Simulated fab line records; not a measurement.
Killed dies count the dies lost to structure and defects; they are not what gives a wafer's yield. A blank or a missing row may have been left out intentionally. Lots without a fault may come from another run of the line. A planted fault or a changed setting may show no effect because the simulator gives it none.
fab line records ; flow nand_harc
record lots=6; wafers=18; last_day=33
route steps=1302 shown A_BLC@1135 A_M0@1137 END@1302
lots that met no fault: taken from a fault-free run of the same line
start_h: hours from the record's first day to the start of the lot's first wafer shown ; wait_h: hours from the lot's prior step to this one ; " repeats the value in the row above ; L1.1+2: one row covering several wafers at once ; - no value, or no start was given ; * or withheld: withheld ; < > ~ a bound
route shown NAME@n: a module of which the file shows steps, and the number in the route of the first ; usual: mean/standard deviation of fault-free wafers ; same: alike in all rows ; chamber/n: place in a boat ; sites: each site's reading ; _std_site: the standard deviation of these ; _edge_site: outer sites' mean less inner sites' ; radius_mm: for every site, how far away it sits from the centre of the wafer ; mask NAME#n: copy n ; behind: the most recent tool/chamber to have shaped the wafer ; hold: why the lot went on hold/how many hours it stayed there/how the hold came to an end ; device: the transistor (n, p or np) that didn't switch ; end of line: at the end of the route, the tests of the same wafers ; for a step that has no rows: nothing shown but its recipe ; killed: the dies lost at the first sort to structure and to defects; this is not the yield of the wafer ; map: the dies of a wafer, with x for killed, . for not killed, _ for no die there
set.NAME: the setting that was run; set.NAME@STEP: the one run at that earlier step ; model.NAME: the simulator's own value behind a step, which no gauge read
lots seen at some steps along the route; tables by step, rows by wafer
services: the hour from which a tool's chamber was out of use, counted from the record's first day as start_h (under 0 if before that day), plus the number of hours and why
## steps
# step NHARC_A_BLC_SRD_27
# step NHARC_A_BLC_INSPECT_28
# usual raw_defect_count=523/130
lot.wafer;tool;chamber;start_h;wait_h;raw_defect_count
L248.1;defect_inspect-02;-;528.83;0.1;325
L248.2;defect_inspect-02;-;528.83;0.1;337
L248.3;defect_inspect-02;-;528.83;0.1;390
L255.2;defect_inspect-02;-;596.94;0.1;668
L255.4;defect_inspect-02;-;596.94;0.1;728
L255.6;defect_inspect-02;-;596.94;0.1;517
L259.1;defect_inspect-02;-;618.31;0.1;543
L259.3;defect_inspect-02;-;618.31;0.1;503
L259.4;defect_inspect-02;-;618.31;0.1;460
L265.3;defect_inspect-01;-;673.17;0.1;515
L265.5;defect_inspect-01;-;673.17;0.1;507
L265.6;defect_inspect-01;-;673.17;0.1;442
L266.2;defect_inspect-01;-;700.42;0.1;530
L266.4;defect_inspect-01;-;700.42;0.1;439
L266.6;defect_inspect-01;-;700.42;0.1;540
L270.1;defect_inspect-01;-;744.96;0.1;529
L270.3;defect_inspect-01;-;744.96;0.1;342
L270.4;defect_inspect-01;-;744.96;0.1;425
# step NHARC_A_M0_DEP_00
# recipe target_thk_a=1500; target_thk_nm=150; temp_c=withheld; pressure_torr=5; flow_sccm=200; rf_w=600; material=SiOC
# step NHARC_A_M0_DEHYDRATE_01
# recipe temp_c=150; time_s=120
# step NHARC_A_M0_HMDS_02
# recipe time_s=30
# step NHARC_A_M0_COAT_33
# recipe temp_c=200; time_s=65
# step NHARC_A_M0_COAT_03
# recipe spin_rpm=1500; resist_thk_nm=90
# step NHARC_A_M0_SOFTBAKE_04
# recipe temp_c=105; time_s=55
# step NHARC_A_M0_EBR_05
# step NHARC_A_M0_EXPOSE_06
# recipe na=1.35; target_cd_nm=80; dose_mj=83.25; mask_id=A_M0
# step NHARC_A_M0_PEB_07
# recipe peb_temp_c=100; peb_time_s=65
# step NHARC_A_M0_DEVELOP_08
# recipe develop_time_s=35; dev_temp_c=23
# usual resist_line_temp_C=23.00/0.1
lot.wafer;tool;chamber;start_h;wait_h;resist_line_temp_C
L248.1;litho_track-01;0;529;-;22.98
L248.2;litho_track-01;0;529;-;23.17
L248.3;litho_track-01;0;529;-;22.85
L255.2;litho_track-06;0;597;-;23.04
L255.4;litho_track-06;0;597;-;22.89
L255.6;litho_track-06;0;597;-;23.04
L259.1;litho_track-06;0;619;-;23.04
L259.3;litho_track-06;0;619;-;23.08
L259.4;litho_track-06;0;619;-;23.18
L265.3;litho_track-06;0;673;-;23.04
L265.5;litho_track-06;0;673;-;23.01
L265.6;litho_track-06;0;673;-;22.87
L266.2;litho_track-01;0;701;-;23.08
L266.4;litho_track-01;0;701;-;23.05
L266.6;litho_track-01;0;701;-;22.81
L270.1;litho_track-04;0;745;-;23.02
L270.3;litho_track-04;0;745;-;23.10
L270.4;litho_track-04;0;745;-;23.09
# step NHARC_A_M0_CD_MEAS_09
# recipe target_cd_nm=80; landing_energy_ev=500
# usual cd_nm=80.2/0.71
lot.wafer;tool;chamber;start_h;wait_h;cd_nm
L248.1;cd_sem-03;0;529.61;-;79.5
L248.2;cd_sem-03;0;529.61;-;80.3
L248.3;cd_sem-03;0;529.61;-;81.1
L255.2;cd_sem-01;0;597.84;-;81.2
L255.4;cd_sem-01;0;597.84;-;82.4
L255.6;cd_sem-01;0;597.84;-;81.4
L259.1;cd_sem-03;0;619.34;-;81.7
L259.3;cd_sem-03;0;619.34;-;82.4
L259.4;cd_sem-03;0;619.34;-;81.2
L265.3;cd_sem-01;0;674.07;-;80.2
L265.5;cd_sem-01;0;674.07;-;80.1
L265.6;cd_sem-01;0;674.07;-;79.6
L266.2;cd_sem-02;0;701.32;-;79.1
L266.4;cd_sem-02;0;701.32;-;79.8
L266.6;cd_sem-02;0;701.32;-;79.9
L270.1;cd_sem-02;0;745.73;-;80.2
L270.3;cd_sem-02;0;745.73;-;80.3
L270.4;cd_sem-02;0;745.73;-;80.8
# step NHARC_A_M0_OVL_MEAS_10
# recipe pitch_nm=160
# usual overlay_x_nm=0.1/0.94; overlay_y_nm=0.2/0.85
lot.wafer;tool;chamber;start_h;wait_h;overlay_x_nm;overlay_y_nm
L248.1;overlay-02;-;529.70;-;0.2;-0.9
L248.2;overlay-02;-;529.70;-;0.4;-0.7
L248.3;overlay-02;-;529.70;-;0.0;-0.5
L255.2;overlay-02;-;597.93;-;-1.0;1.7
L255.4;overlay-02;-;597.93;-;-0.8;2.0
L255.6;overlay-02;-;597.93;-;-0.2;1.3
L259.1;overlay-02;-;619.43;-;0.1;-0.1
L259.3;overlay-02;-;619.43;-;0.0;-0.2
L259.4;overlay-02;-;619.43;-;0.5;0.0
L265.3;overlay-02;-;674.16;-;-0.1;1.4
L265.5;overlay-02;-;674.16;-;-0.9;0.9
L265.6;overlay-02;-;674.16;-;-0.5;1.0
L266.2;overlay-02;-;701.41;-;-0.4;0.6
L266.4;overlay-02;-;701.41;-;-0.5;0.2
L266.6;overlay-02;-;701.41;-;-0.8;0.9
L270.1;overlay-01;-;745.82;-;-0.2;1.0
L270.3;overlay-01;-;745.82;-;-0.2;0.5
L270.4;overlay-01;-;745.82;-;-0.1;1.0
# step NHARC_A_M0_INSPECT_11
# usual raw_defect_count=85/41
lot.wafer;tool;chamber;start_h;wait_h;raw_defect_count
L248.1;defect_inspect-01;-;529.73;0.0;64
L248.2;defect_inspect-01;-;529.73;0.0;49
L248.3;defect_inspect-01;-;529.73;0.0;69
L255.2;defect_inspect-02;-;597.97;0.0;112
L255.4;defect_inspect-02;-;597.97;0.0;105
L255.6;defect_inspect-02;-;597.97;0.0;112
L259.1;defect_inspect-02;-;619.47;0.0;118
L259.3;defect_inspect-02;-;619.47;0.0;119
L259.4;defect_inspect-02;-;619.47;0.0;133
L265.3;defect_inspect-02;-;674.19;0.0;62
L265.5;defect_inspect-02;-;674.19;0.0;64
L265.6;defect_inspect-02;-;674.19;0.0;57
L266.2;defect_inspect-01;-;701.44;0.0;104
L266.4;defect_inspect-01;-;701.44;0.0;109
L266.6;defect_inspect-01;-;701.44;0.0;104
L270.1;defect_inspect-02;-;745.86;0.0;47
L270.3;defect_inspect-02;-;745.86;0.0;43
L270.4;defect_inspect-02;-;745.86;0.0;37
# step NHARC_A_M0_DESCUM_14
# recipe time_s=3; o2_flow_sccm=200; ar_flow_sccm=0; bias_power_w=0; chemistry=O2
# usual drypump_motor_current_A=5.2/0.42; oes_product_au=0.994/0.0085; rf_vpp_V=57.8/0.9; showerhead_plenum_p_Torr=1.92/0.092; throttle_valve_pct=11.311/0.0091
lot.wafer;tool;chamber;start_h;wait_h;drypump_motor_current_A;oes_product_au;rf_hours_counter_h;rf_vpp_V;showerhead_plenum_p_Torr;throttle_valve_pct;model.A_M0.cd_nm
L248.1;rie_diel-08;0;529.79;0.1;5.0;1.007;7.4;58.5;1.82;11.306;79.06
L248.2;rie_diel-08;1;529.79;0.1;5.1;0.980;6.0;57.4;2.06;11.305;80.43
L248.3;rie_diel-08;2;529.79;0.1;4.8;0.979;7.8;57.0;1.95;11.306;80.74
L255.2;rie_diel-02;3;598.03;0.1;5.2;0.987;1.7;58.6;1.99;11.326;81.14
L255.4;rie_diel-02;2;598.03;0.1;5.4;0.990;1.3;59.4;1.96;11.318;81.98
L255.6;rie_diel-02;3;598.03;0.1;5.2;0.996;-;57.8;1.99;11.300;81.34
L259.4;rie_diel-08;3;619.53;0.1;5.2;0.987;2.9;58.7;1.79;11.309;81.48
L259.1;rie_diel-08;0;619.53;0.1;5.0;0.991;2.4;57.4;1.82;11.312;81.98
L259.3;rie_diel-08;1;619.53;0.1;5.0;1.003;3.6;58.8;2.06;11.340;81.83
L265.3;rie_diel-08;3;674.25;0.1;5.2;0.996;6.0;56.9;1.79;11.316;80.11
L265.5;rie_diel-08;3;674.25;0.1;5.2;0.993;-;57.3;1.79;11.309;80.47
L265.6;rie_diel-08;0;674.25;0.1;5.0;0.995;-;56.8;1.82;11.308;79.93
L266.4;rie_diel-08;2;701.51;0.1;4.8;0.996;7.8;58.8;1.94;11.302;79.94
L266.2;rie_diel-08;0;701.51;0.1;5.0;0.987;6.7;57.4;1.82;11.313;79.98
L266.6;rie_diel-08;2;701.51;0.1;4.8;1.002;-;58.3;1.94;11.321;80.2
L270.1;rie_diel-02;3;745.92;0.1;5.1;0.975;9.5;58.1;1.99;11.305;80
L270.3;rie_diel-02;0;745.92;0.1;5.5;0.995;10.1;57.3;2.01;11.317;80.53
L270.4;rie_diel-02;2;745.92;0.1;5.4;0.982;10.2;58.4;1.96;11.311;80.43
# step NHARC_A_M0_ETCH_34
# recipe target_depth_a=400; overetch_a=120; time_s=43.94; ion_energy_ev=200; n2_flow_sccm=150; h2_flow_sccm=150; ar_flow_sccm=0; rf_w=400; bias_w=150; chemistry=N2/H2
# usual drypump_motor_current_A=5.2/0.42; oes_product_au=0.994/0.0096; rf_vpp_V=430.8/2.9; showerhead_plenum_p_Torr=2.05/0.1; throttle_valve_pct=14.172/0.0093
lot.wafer;tool;chamber;start_h;wait_h;drypump_motor_current_A;oes_product_au;rf_hours_counter_h;rf_vpp_V;showerhead_plenum_p_Torr;throttle_valve_pct
L248.1;rie_diel-08;0;529.90;0.1;5.0;1.003;7.4;427.6;1.94;14.165
L248.2;rie_diel-08;1;529.90;0.1;5.1;0.998;6.0;435.7;2.20;14.156
L248.3;rie_diel-08;2;529.90;0.1;4.8;0.978;7.8;430.5;2.08;14.166
L255.2;rie_diel-02;2;598.11;0.1;5.4;0.992;1.3;431.7;2.10;14.177
L255.4;rie_diel-02;0;598.11;0.1;5.5;1.002;1.9;433.5;2.15;14.180
L255.6;rie_diel-02;3;598.11;0.1;5.2;0.993;-;432.8;2.12;14.174
L259.3;rie_diel-08;0;619.61;0.1;5.0;0.994;2.4;427.0;1.94;14.178
L259.4;rie_diel-08;1;619.61;0.1;5.0;0.994;3.6;433.5;2.20;14.153
L259.1;rie_diel-08;2;619.61;0.1;4.8;0.989;3.7;431.7;2.07;14.187
L265.3;rie_diel-08;3;674.34;0.1;5.2;1.002;6.0;426.1;1.91;14.174
L265.6;rie_diel-08;2;674.34;0.1;4.8;0.999;-;430.9;2.07;14.164
L265.5;rie_diel-08;3;674.34;0.1;5.2;0.997;-;428.1;1.91;14.179
L266.4;rie_diel-08;0;701.59;0.1;5.0;0.983;6.7;427.2;1.94;14.184
L266.2;rie_diel-08;2;701.59;0.1;4.8;0.988;7.8;430.4;2.07;14.169
L266.6;rie_diel-08;0;701.59;0.1;5.0;0.983;-;427.4;1.94;14.177
L270.1;rie_diel-02;1;746.01;0.1;6.4;1.004;9.7;430.7;2.01;14.170
L270.3;rie_diel-02;2;746.01;0.1;5.4;0.987;10.2;432.4;2.09;14.176
L270.4;rie_diel-02;3;746.01;0.1;5.1;0.983;9.5;432.8;2.12;14.169
# step NHARC_A_M0_ETCH_15
# recipe target_depth_a=1500; overetch_a=150; time_s=82.5; c4f8_flow_sccm=withheld; ar_flow_sccm=400; rf_w=600; bias_w=300; chemistry=C4F8/Ar
# usual oes_product_au=0.946/0.023; rf_vpp_V=441.2/2.8
lot.wafer;tool;chamber;start_h;wait_h;oes_product_au;rf_hours_counter_h;rf_vpp_V;model.A_M0.cd_nm
L248.2;rie_diel-08;2;-;-;0.897;7.8;442.6;80.22
L248.3;rie_diel-08;0;-;-;0.927;7.4;438.8;80
L248.1;rie_diel-08;1;-;-;0.915;6.0;444.7;79.3
L255.4;rie_diel-02;1;-;-;0.980;1.5;439.8;82.32
L255.2;rie_diel-02;3;-;-;0.952;1.7;444.1;81.36
L255.6;rie_diel-02;1;-;-;0.986;-;439.0;81.5
L259.4;rie_diel-08;2;-;-;0.965;3.7;442.5;81.5
L259.1;rie_diel-08;3;-;-;0.941;3.0;438.6;82.27
L259.3;rie_diel-08;0;-;-;0.945;2.5;437.6;81.56
L265.3;rie_diel-08;2;-;-;0.970;6.6;442.2;80.19
L265.6;rie_diel-08;1;-;-;0.960;-;446.0;79.92
L265.5;rie_diel-08;2;-;-;0.973;-;442.1;80.3
L266.4;rie_diel-08;0;-;-;0.911;6.7;437.1;79.76
L266.2;rie_diel-08;3;-;-;0.909;7.4;435.3;80.14
L266.6;rie_diel-08;0;-;-;0.912;-;438.1;79.83
L270.1;rie_diel-02;0;-;-;0.971;10.1;442.8;79.61
L270.3;rie_diel-02;1;-;-;0.984;9.7;439.2;80.36
L270.4;rie_diel-02;2;-;-;0.957;10.2;444.3;80.59
# step NHARC_A_M0_CD_MEAS_16
# usual cd_nm=80.1/0.85
lot.wafer;tool;chamber;start_h;wait_h;cd_nm
L248.1;cd_sem-02;-;530.14;-;79.2
L248.2;cd_sem-02;-;530.14;-;79.9
L248.3;cd_sem-02;-;530.14;-;80.0
L255.2;cd_sem-03;-;598.33;-;81.8
L255.4;cd_sem-03;-;598.33;-;82.2
L255.6;cd_sem-03;-;598.33;-;81.5
L259.1;cd_sem-02;-;619.83;-;82.5
L259.3;cd_sem-02;-;619.83;-;81.5
L259.4;cd_sem-02;-;619.83;-;81.6
L265.3;cd_sem-02;-;674.56;-;80.2
L265.5;cd_sem-02;-;674.56;-;80.3
L265.6;cd_sem-02;-;674.56;-;80.1
L266.2;cd_sem-01;-;701.81;-;80.0
L266.4;cd_sem-01;-;701.81;-;79.6
L266.6;cd_sem-01;-;701.81;-;79.5
L270.1;cd_sem-03;-;746.22;-;79.5
L270.3;cd_sem-03;-;746.22;-;80.3
L270.4;cd_sem-03;-;746.22;-;80.8
# step NHARC_END_SORT_01
# recipe temp_c=25
# usual defect_limited_yield=91/3; killed_at_array=54/21; killed_at_other=1.0/1.2; killed_at_periphery=3.6/2.6; killed_dies=58/20; killed_open=3.3/1.9; killed_short=2.6/1.5; sort_bin_2_pct=3.1/1.4; sort_bin_3_pct=0.6/0.37; sort_bin_4_pct=4.9/1.6; sort_n_pass=619/20; sort_rim_yield_pct=91/4.3; sort_yield_pct=91/3
# same gross_dies=677; sort_bin_5_pct[%]=0; sort_bin_6_pct[%]=0; sort_bin_7_pct[%]=0; sort_bin_8_pct[%]=0; sort_rim_n_gross=106.00
lot.wafer;tool;chamber;start_h;wait_h;defect_limited_yield[%];killed_at_array;killed_at_other;killed_at_periphery;killed_dies;killed_open;killed_short;sort_bin_2_pct[%];sort_bin_3_pct[%];sort_bin_4_pct[%];sort_n_pass;sort_rim_yield_pct[%];sort_yield_pct[%]
L255.2;prober-01;0;635.54;2.8;91;59;0;0;59;1;1;4.7;0.6;3.4;618;99;91
L255.4;prober-01;0;637.14;3.4;90;65;0;1;66;4;2;2.7;0.7;6.4;611;97;90
L255.6;prober-01;0;638.75;4.0;89;76;0;1;77;2;1;4.6;0.4;6.4;600;92;89
# killed by level:class
L255.2 A_CHANNEL_HOLE_D2:chamber_film_flake=24 A_CHANNEL_HOLE_D1:chamber_film_flake=20 A_DECK1_JOINT:chamber_film_flake=5 A_BONDPAD:chamber_film_flake=3 A_CONTACT:chamber_film_flake=2 A_CHANNEL_FILL_D2:geometric_particle:short=1 A_BLC:geometric_particle:open=1 A_CHANNEL_FILL_D1:chamber_film_flake=1
L255.4 A_CHANNEL_HOLE_D2:chamber_film_flake=27 A_CHANNEL_HOLE_D1:chamber_film_flake=20 A_BONDPAD:chamber_film_flake=3 A_ZERO_WELL:chamber_film_flake=2 A_SLIT:chamber_film_flake=2 A_CHANNEL_HOLE_D1:geometric_particle:short=1 A_DECK1_JOINT:geometric_particle:open=1 A_WL_FILL:geometric_particle:open=1
L255.6 A_CHANNEL_HOLE_D1:chamber_film_flake=35 A_CHANNEL_HOLE_D2:chamber_film_flake=31 A_BONDPAD:chamber_film_flake=3 A_STAIRCASE:chamber_film_flake=2 P_M0:geometric_particle:open=1 A_CHANNEL_FILL_D2:geometric_particle:open=1 A_M1:geometric_particle:short=1 A_CHANNEL_FILL_D1:chamber_film_flake=1
## services
tool;chamber;start_h;hours;kind
rie_diel-08;0;523.82;-;clean
rie_diel-08;1;523.82;-;clean
rie_diel-08;2;523.82;-;clean
rie_diel-08;3;523.82;-;clean
rie_diel-08;3;526.78;5.5;repair
litho_track-06;-;529.00;7.0;pm
rie_diel-08;-;544.80;9.0;pm
rie_diel-08;0;544.80;9.0;vent_cycle
rie_diel-08;1;544.80;9.0;vent_cycle
rie_diel-08;2;544.80;9.0;vent_cycle
litho_track-04;-;553.00;7.0;pm
rie_diel-08;0;556.22;4.3;repair
rie_diel-02;3;558.74;4.6;repair
rie_diel-02;-;570.85;9.0;pm
rie_diel-08;0;581.15;3.3;repair
rie_diel-02;-;587.00;0.1;repair
rie_diel-02;3;629.35;7.7;repair
rie_diel-02;3;659.33;13.9;repair
litho_track-01;-;680.00;7.0;pm
litho_track-06;-;704.00;7.0;pm
rie_diel-02;3;707.61;9.5;repair
rie_diel-02;0;714.67;14.9;repair
rie_diel-08;-;721.80;9.0;pm
litho_track-04;-;728.00;7.0;pm
## key
first_sign step=NHARC_A_M0_CD_MEAS_09; reading=cd_nm; direction=up; sigmas=2.1; usual=80.2; struck=81.7
effect step=NHARC_A_M0_CD_MEAS_16; reading=cd_nm; direction=up; sigmas=2.1; usual=80.1; struck=81.9
model_effect step=NHARC_A_M0_DESCUM_14; value=A_M0.cd_nm; without=79.88; struck=81.62
model_effect step=NHARC_A_M0_ETCH_15; value=A_M0.cd_nm; without=80; struck=81.75
met_at NHARC_A_M0_DEVELOP_08
struck_wafers L255.2,L255.4,L255.6,L259.1,L259.3,L259.4
fault kind=process_parameter_drift; tool=litho_track-06; chamber=-; onset_h=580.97; steps=NHARC_A_M0_DEVELOP_08; channel=develop_time_s; offset=*; shape=step; end_h=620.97; acts_in=*; stated=*
